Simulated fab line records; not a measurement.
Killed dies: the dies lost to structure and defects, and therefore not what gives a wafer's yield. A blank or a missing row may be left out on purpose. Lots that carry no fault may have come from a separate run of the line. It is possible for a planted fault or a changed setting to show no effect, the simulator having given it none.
fab line records    flow n5_finfet
record: lots: 7  wafers: 19  last_day: 17
route steps=1938 shown BEOL_M11@1580 PASSIVATION@1936
lots that met no fault: from a run of the same line without faults
start_h: start of the lot's first displayed wafer, in hours after the record's first day    wait_h: hours from the lot's prior step to this one    " unchanged from the row above    L1.1+2: several wafers, shown together as one row    - no value present, or no start provided    * or withheld: withheld    < > ~ a bound
route shown NAME@n: NAME is a module with steps in the file, n the number in the route of the first one    usual: mean and standard deviation over wafers with no fault    same: alike in all rows    chamber/n: place in a boat    sites: each site's reading    _std_site: how widely they spread, as a standard deviation    _edge_site: inner sites' mean taken away from outer sites' mean    radius_mm: for every site, how far away it sits from the centre of the wafer    mask NAME#n: copy n    behind: tool/chamber where the wafer was last shaped    hold: what put the lot on hold/how long, in hours/how the hold closed    device: transistor that didn't switch, given as n, p or np    end of line: the tests these same wafers got at the end of their route    for a step that has no rows: nothing shown but its recipe    killed: at the first sort, the dies lost to defects and structure; wafer yield is something else    map: a wafer's dies, marking killed ones x, the rest . and places with no die _
set.NAME: the run value of the setting; set.NAME@STEP: its run value at that earlier step    model.NAME: the simulator's own value behind a step, which no gauge read
lots at selected steps of the route; one table per step, one row per wafer
services: a tool's chamber out of use, with start hour (start_h, from the record's first day; less than 0 if before it), hours out, and reason
== steps ==
step: N5_BEOL_M11_STRIP_77
recipe: chemistry: N2/H2  time_s: 10  power_w: 450  temp_c: 40  pressure_mtorr: 20  rf_frequency_hz: 6e+07  bias_power_w: 7  n2_flow_sccm: 200  h2_flow_sccm: 200
step: N5_BEOL_M11_OCD_MEAS_38
usual: trench_depth_nm: 148.1/1.5
lot.wafer  tool    chamber  start_h  wait_h  trench_depth_nm
L916.2     ocd-01  -        248.19   -       150.4
L916.4     "       -        "        "       146.9
L916.5     "       -        "        "       147.6
L921.1     ocd-02  -        269.91   -       149.3
L921.2     "       -        "        "       148.4
L921.6     "       -        "        "       148.8
L922.2     ocd-02  -        291.20   -       147.1
L922.4     "       -        "        "       148.6
L923.1     ocd-02  -        291.72   -       146.3
L923.2     "       -        "        "       148.5
L923.6     "       -        "        "       147.6
L925.4     ocd-02  -        298.08   -       149.4
L925.6     "       -        "        "       148.8
L933.2     ocd-01  -        350.45   -       151.0
L933.3     "       -        "        "       147.0
L933.6     "       -        "        "       150.9
L935.1     ocd-02  -        355.84   -       148.6
L935.5     "       -        "        "       146.6
L935.6     "       -        "        "       148.7
step: N5_BEOL_M11_HM_STRIP_39
recipe: chemistry: peroxide_tin_strip  material: TiN  target_depth_a: 250  temp_c: 50  time_s: 158
step: N5_BEOL_M11_SRD_40
recipe: time_s: 30  temp_c: 23  rinse_liquid: diw  dry: ipa_marangoni
step: N5_BEOL_M11_PRECLEAN_42
recipe: chemistry: residue_remover  time_s: 60  temp_c: 40
step: N5_BEOL_M11_SRD_43
recipe: time_s: 30  temp_c: 23  rinse_liquid: diw  dry: ipa_marangoni
step: N5_BEOL_M11_CD_MEAS_35
recipe: target_cd_nm: 70  polarity: opening
usual: cd_nm: 69.8/0.46
lot.wafer  tool       chamber  start_h  wait_h  cd_nm
L916.2     cd_sem-01  -        248.34   0.0     70.2
L916.4     "          -        "        "       70.6
L916.5     "          -        "        "       70.8
L921.1     cd_sem-03  -        270.06   0.0     70.0
L921.2     "          -        "        "       70.0
L921.6     "          -        "        "       70.0
L922.2     cd_sem-02  -        291.35   0.0     70.2
L922.4     "          -        "        "       69.6
L923.1     cd_sem-03  -        291.88   0.0     69.3
L923.2     "          -        "        "       68.9
L923.6     "          -        "        "       69.7
L925.4     cd_sem-02  -        298.23   0.0     69.8
L925.6     "          -        "        "       70.2
L933.2     cd_sem-02  -        350.61   0.0     69.3
L933.3     "          -        "        "       70.0
L933.6     "          -        "        "       69.9
L935.1     cd_sem-03  -        356.00   0.0     69.3
L935.5     "          -        "        "       69.7
L935.6     "          -        "        "       69.4
step: N5_BEOL_M11_CURE_72
recipe: temp_c: 370  time_s: 120  ambient: DMADMS/He  material: SiCOH_lowk
usual: lamp_power_pct: 52.31/0.054  wafer_temp_C_max: 372.0/0.69
lot.wafer  tool        chamber  start_h  wait_h  lamp_power_pct  wafer_temp_C_max
L916.2     uv_cure-02  2        248.52   0.2     52.33           372.4
L916.4     "           2        "        "       52.36           372.6
L916.5     "           2        "        "       52.38           372.0
L921.1     uv_cure-03  0        270.11   0.0     52.28           371.7
L921.2     "           0        "        "       52.34           371.6
L921.6     "           0        "        "       52.31           371.7
L922.2     uv_cure-03  2        291.44   0.1     52.24           371.7
L922.4     "           2        "        "       52.25           372.7
L923.1     uv_cure-02  2        291.92   0.0     52.37           372.6
L923.2     "           2        "        "       52.18           372.2
L923.6     "           2        "        "       52.22           373.2
L925.4     uv_cure-02  2        298.42   0.2     52.31           372.7
L925.6     "           2        "        "       52.37           373.9
L933.2     uv_cure-03  1        350.70   0.1     52.24           373.1
L933.3     "           1        "        "       52.28           373.1
L933.6     "           1        "        "       52.37           372.5
L935.1     uv_cure-01  1        356.04   0.0     52.30           371.6
L935.5     "           1        "        "       52.31           371.4
L935.6     "           1        "        "       52.36           371.3
step: N5_BEOL_M11_DEGAS_44
recipe: ambient: vacuum  temp_c: 250  time_s: 60
usual: heater_power_w: 328/22
lot.wafer  tool            chamber  start_h  wait_h  heater_power_w
L916.2     pvd_sputter-03  -        249.47   0.9     299
L916.4     "               -        "        "       306
L916.5     "               -        "        "       313
L921.1     pvd_sputter-01  -        270.57   0.4     336
L921.2     "               -        "        "       348
L921.6     "               -        "        "       361
L922.2     pvd_sputter-01  -        291.85   0.4     333
L922.4     "               -        "        "       348
L923.1     pvd_sputter-03  -        292.30   0.3     311
L923.2     "               -        "        "       308
L923.6     "               -        "        "       307
L925.4     pvd_sputter-03  -        298.68   0.2     307
L925.6     "               -        "        "       299
L933.2     pvd_sputter-02  -        351.08   0.3     278
L933.3     "               -        "        "       353
L933.6     "               -        "        "       347
L935.1     pvd_sputter-01  -        358.25   2.2     363
L935.5     "               -        "        "       365
L935.6     "               -        "        "       334
step: N5_BEOL_M11_PRE_CLEAN_45
recipe: gas: H2/He  time_s: 30  temp_c: 250
usual: heater_power_w: 328/23
lot.wafer  tool            chamber  start_h  wait_h  heater_power_w
L916.2     pvd_sputter-03  -        249.51   0.0     308
L916.4     "               -        "        "       297
L916.5     "               -        "        "       317
L921.1     pvd_sputter-01  -        270.61   0.0     333
L921.2     "               -        "        "       336
L921.6     "               -        "        "       356
L922.2     pvd_sputter-01  -        291.89   0.0     339
L922.4     "               -        "        "       337
L923.1     pvd_sputter-03  -        292.34   0.0     312
L923.2     "               -        "        "       298
L923.6     "               -        "        "       308
L925.4     pvd_sputter-03  -        298.72   0.0     305
L925.6     "               -        "        "       305
L933.2     pvd_sputter-02  -        351.12   0.0     279
L933.3     "               -        "        "       349
L933.6     "               -        "        "       352
L935.1     pvd_sputter-01  -        358.29   0.0     364
L935.5     "               -        "        "       373
L935.6     "               -        "        "       340
step: N5_BEOL_M11_ALD_74
recipe: material: TaN  target_thk_a: 20  temp_c: 275  ald_precursor_family: PDMAT  ald_co_reactant: NH3  pressure_torr: 3  carrier_flow_sccm: 1500  pulse_time_s: 2  purge_time_s: 3  co_reactant_purge_time_s: 2  co_reactant_pulse_time_s: 3  ald_cycles: 40  precursor_vessel_temp_c: 75  precursor_vessel_pressure_torr: 26.25  precursor_vessel_carrier_sccm: 1000
step: N5_BEOL_M11_SURFACE_TREAT_76
recipe: gas: Ar  time_s: *  ion_energy_ev: *  ion_current_ma_cm2: 0.5  pressure_mtorr: *  ar_flow_sccm: 30
usual: throttle_valve_pct: *
lot.wafer  tool            chamber  start_h  wait_h  throttle_valve_pct
L916.2     pvd_sputter-03  -        250.02   0.2     *
L916.4     "               -        "        "       *
L916.5     "               -        "        "       *
L921.1     pvd_sputter-01  -        270.99   0.2     *
L921.2     "               -        "        "       *
L921.6     "               -        "        "       *
L922.2     pvd_sputter-03  -        292.26   0.2     *
L922.4     "               -        "        "       *
L923.1     pvd_sputter-03  -        292.84   0.3     *
L923.2     "               -        "        "       *
L923.6     "               -        "        "       *
L925.4     pvd_sputter-02  -        299.07   0.0     *
L925.6     "               -        "        "       *
L933.2     pvd_sputter-02  -        351.92   0.6     *
L933.3     "               -        "        "       *
L933.6     "               -        "        "       *
L935.1     pvd_sputter-01  -        358.68   0.2     *
L935.5     "               -        "        "       *
L935.6     "               -        "        "       *
step: N5_BEOL_M11_CVD_75
recipe: material: Co  target_thk_a: 20  temp_c: withheld  precursor: CCTBA/H2  pressure_torr: 30  time_s: 138.9
usual: run_length_s: 161.8/0.56
lot.wafer  tool       chamber  start_h  wait_h  run_length_s
L916.2     cvd_co-01  1        250.20   0.2     162.0
L916.4     "          0        "        "       162.0
L916.5     "          1        "        "       161.7
L921.1     cvd_co-02  2        271.07   0.1     162.7
L921.2     "          1        "        "       161.3
L921.6     "          0        "        "       161.1
L922.2     cvd_co-02  1        292.37   0.1     292.0
L922.4     "          1        "        "       292.9
L923.1     cvd_co-02  0        292.90   0.0     161.2
L923.2     "          1        "        "       292.0
L923.6     "          2        "        "       163.0
L925.4     cvd_co-02  1        299.17   0.1     292.3
L925.6     "          2        "        "       162.0
L933.2     cvd_co-02  1        352.09   0.2     161.4
L933.3     "          0        "        "       161.7
L933.6     "          1        "        "       161.6
L935.1     cvd_co-01  2        358.85   0.2     162.4
L935.5     "          2        "        "       162.2
L935.6     "          0        "        "       161.6
step: N5_BEOL_M11_SPUTTER_48
recipe: material: Cu  target_thk_a: 120  temp_c: -20  bias_v: 60  power_w: 26000  chamber_pressure_pa: 0.13  time_s: 2
usual: bias_v: 60.0/0.65  throttle_valve_pct: 30.3/0.9
lot.wafer  tool            chamber  start_h  wait_h  bias_v  throttle_valve_pct
L916.2     pvd_sputter-03  -        250.34   0.1     59.6    31.7
L916.4     "               -        "        "       60.7    29.9
L916.5     "               -        "        "       60.3    29.1
L921.1     pvd_sputter-01  -        271.23   0.1     60.2    29.8
L921.2     "               -        "        "       58.8    28.6
L921.6     "               -        "        "       59.5    28.6
L922.2     pvd_sputter-01  -        292.49   0.1     59.9    29.9
L922.4     "               -        "        "       59.4    28.9
L923.1     pvd_sputter-03  -        293.06   0.1     59.9    31.8
L923.2     "               -        "        "       60.9    29.3
L923.6     "               -        "        "       61.0    31.8
L925.4     pvd_sputter-01  -        299.26   0.0     59.4    30.7
L925.6     "               -        "        "       58.7    30.8
L933.2     pvd_sputter-01  -        352.22   0.1     60.1    30.7
L933.3     "               -        "        "       60.4    30.5
L933.6     "               -        "        "       60.1    28.5
L935.1     pvd_sputter-01  -        358.99   0.1     60.9    30.8
L935.5     "               -        "        "       60.3    30.8
L935.6     "               -        "        "       60.1    28.9
step: N5_PASSIVATION_PROBE_49
usual: defect_limited_yield: 91.3/1.3  killed_at_M0_to_M3: 35/13  killed_at_M4_up: 13/5.2  killed_at_contacts: 12/6.2  killed_at_front_end: 39/9.6  killed_at_other: 3.1/2.6  killed_dies: 102/16  killed_open: 68/13  killed_short: 33/6.9  sort_bin_5_function: 5.1/0.87  sort_bin_6_memory: 3.3/0.67  sort_n_pass: 1078/16  sort_yield_pct: 91.3/1.3
same: gross_dies: 1180  killed_at_back_side: 0  sort_bin_4_leakage[%]: 0  sort_bin_8_speed[%]: 0
lot.wafer  tool       chamber  start_h  wait_h  defect_limited_yield[%]  killed_at_M0_to_M3  killed_at_M4_up  killed_at_contacts  killed_at_front_end  killed_at_other  killed_dies  killed_open  killed_short  sort_bin_5_function[%]  sort_bin_6_memory[%]  sort_n_pass  sort_yield_pct[%]
L916.2     prober-01  -        290.62   0.1     92.9                     29                  15               12                  27                   1                84           45           36            3.9                     2.4                   1096         92.9
L916.4     prober-01  -        290.72   0.2     89.2                     53                  18               21                  30                   5                127          79           46            5.8                     4.7                   1053         89.2
L916.5     prober-01  -        290.77   0.2     89.6                     60                  10               16                  36                   1                123          65           56            6.5                     3.4                   1057         89.6
L921.1     prober-02  -        314.23   0.0     89.5                     48                  27               21                  27                   1                124          93           30            5.9                     4.2                   1056         89.5
L921.2     prober-02  -        314.28   0.1     90.8                     46                  18               13                  30                   2                109          82           25            4.8                     4.3                   1071         90.8
L921.6     prober-02  -        314.48   0.3     91.3                     43                  11               12                  36                   1                103          66           37            4.8                     3.7                   1077         91.3
L922.4     prober-01  -        330.29   0.2     90.3                     61                  17               8                   22                   6                114          77           37            6.1                     3.1                   1066         90.3
L935.1     prober-02  -        399.50   0.0     90.9                     24                  23               20                  40                   0                107          75           31            4.7                     4.0                   1073         90.9
L935.5     prober-02  -        399.70   0.2     92.8                     13                  22               4                   45                   1                85           46           37            4.6                     2.1                   1095         92.8
L935.6     prober-02  -        399.75   0.3     90.5                     30                  28               8                   46                   0                112          81           30            5.7                     3.4                   1068         90.5
killed by level:class
L916.2 BEOL_M1:geometric_particle:open=7 BEOL_M0_SAQP:geometric_particle:short=7 BEOL_M4:geometric_particle:open=7 FIN_SAQP:geometric_particle:open=6 FIN_SAQP:geometric_particle:short=6 MOL_CONTACT_COAG:geometric_particle:short=6 MOL_CONTACT_COAG:geometric_particle:open=6 GATE_CUT:geometric_particle:short=5
L916.4 MOL_CONTACT_COAG:geometric_particle:open=18 BEOL_M2:geometric_particle:open=15 BEOL_M2:geometric_particle:short=10 BEOL_M4:geometric_particle:open=8 BEOL_M3:geometric_particle:open=7 FIN_SAQP:geometric_particle:short=6 GATE_CUT:geometric_particle:short=6 BEOL_M0_SAQP:geometric_particle:open=6
L916.5 BEOL_M0_SAQP:geometric_particle:short=15 FIN_SAQP:geometric_particle:short=13 MOL_CONTACT_COAG:geometric_particle:open=11 BEOL_M0_SAQP:geometric_particle:open=10 BEOL_M3:geometric_particle:open=10 BEOL_M2:geometric_particle:short=9 BEOL_M4:geometric_particle:open=7 FIN_SAQP:geometric_particle:open=6
L921.1 MOL_CONTACT_COAG:geometric_particle:open=18 BEOL_M4:geometric_particle:open=15 BEOL_M1:geometric_particle:open=12 BEOL_M2:geometric_particle:open=12 FIN_SAQP:geometric_particle:open=9 BEOL_M0_SAQP:geometric_particle:short=5 BEOL_M0_SAQP:geometric_particle:open=5 STI_FIN_REVEAL:geometric_particle:open=4
L921.2 BEOL_M0_SAQP:geometric_particle:open=13 MOL_CONTACT_COAG:geometric_particle:open=12 BEOL_M2:geometric_particle:open=9 BEOL_M1:geometric_particle:open=8 BEOL_M4:geometric_particle:open=7 STI_FIN_REVEAL:geometric_particle:open=6 BEOL_M0:geometric_particle:open=5 STARTING-WAFER:geometric_particle:open=5
L921.6 BEOL_M2:geometric_particle:open=12 GATE_CUT:geometric_particle:short=9 MOL_CONTACT_COAG:geometric_particle:open=9 BEOL_M4:geometric_particle:open=9 BEOL_M1:geometric_particle:open=8 FIN_SAQP:geometric_particle:short=7 DUMMY_GATE:geometric_particle:open=5 BEOL_M0:geometric_particle:open=5
L922.4 BEOL_M0_SAQP:geometric_particle:open=19 BEOL_M0_SAQP:geometric_particle:short=11 BEOL_M2:geometric_particle:open=11 STI_FIN_REVEAL:geometric_particle:open=8 BEOL_M4:geometric_particle:open=7 MOL_CONTACT_COAG:geometric_particle:open=6 BEOL_M1:geometric_particle:open=6 BEOL_M4:geometric_particle:short=4
L935.1 MOL_CONTACT_COAG:geometric_particle:open=15 BEOL_M3:geometric_particle:open=11 STI_FIN_REVEAL:geometric_particle:open=10 FIN_SAQP:geometric_particle:open=8 BEOL_M4:geometric_particle:open=8 FIN_SAQP:geometric_particle:short=7 MOL_CONTACT_COAG:geometric_particle:short=5 BEOL_M4:geometric_particle:short=4
L935.5 FIN_SAQP:geometric_particle:short=16 BEOL_M4:geometric_particle:open=9 FIN_SAQP:geometric_particle:open=7 DUMMY_GATE:geometric_particle:open=6 GATE_CUT:geometric_particle:short=6 BEOL_M4:geometric_particle:short=5 STI_FIN_REVEAL:geometric_particle:open=4 MOL_CONTACT_COAG:geometric_particle:open=4
L935.6 FIN_SAQP:geometric_particle:open=11 STI_FIN_REVEAL:geometric_particle:open=11 BEOL_M4:geometric_particle:open=11 FIN_SAQP:geometric_particle:short=9 BEOL_M3:geometric_particle:open=9 MOL_CONTACT_COAG:geometric_particle:open=8 BEOL_M2:geometric_particle:open=8 BEOL_M5:geometric_particle:open=5
== services ==
tool        chamber  start_h  hours  kind
cvd_co-02   -        241.53   13.1   repair
uv_cure-02  -        255.11   1.0    pm
cvd_co-02   -        261.52   6.9    pm
cvd_co-02   -        272.38   3.9    repair
uv_cure-03  -        293.09   1.0    pm
uv_cure-02  -        331.65   0.9    repair
cvd_co-01   1        333.33   -      clean
cvd_co-01   1        333.33   22.0   scheduled_down
cvd_co-01   1        333.33   22.0   vent_cycle
uv_cure-02  -        352.77   1.4    repair
== key ==
first_sign: step: N5_BEOL_M11_CVD_75  reading: run_length_s  direction: up  sigmas: 99+  usual: *  struck: *
effect none on later readings
met_at N5_BEOL_M11_CVD_75
struck_wafers L922.2,L922.4,L923.2,L925.4
onset_between 271.07 292.37
fault: kind: process_parameter_drift  tool: cvd_co-02  chamber: -  onset_h: 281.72  steps: N5_BEOL_M11_CVD_75  channel: time_s  offset: *  shape: step  end_h: 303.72  scope: struck_wafers_only  acts_in: *  stated: *
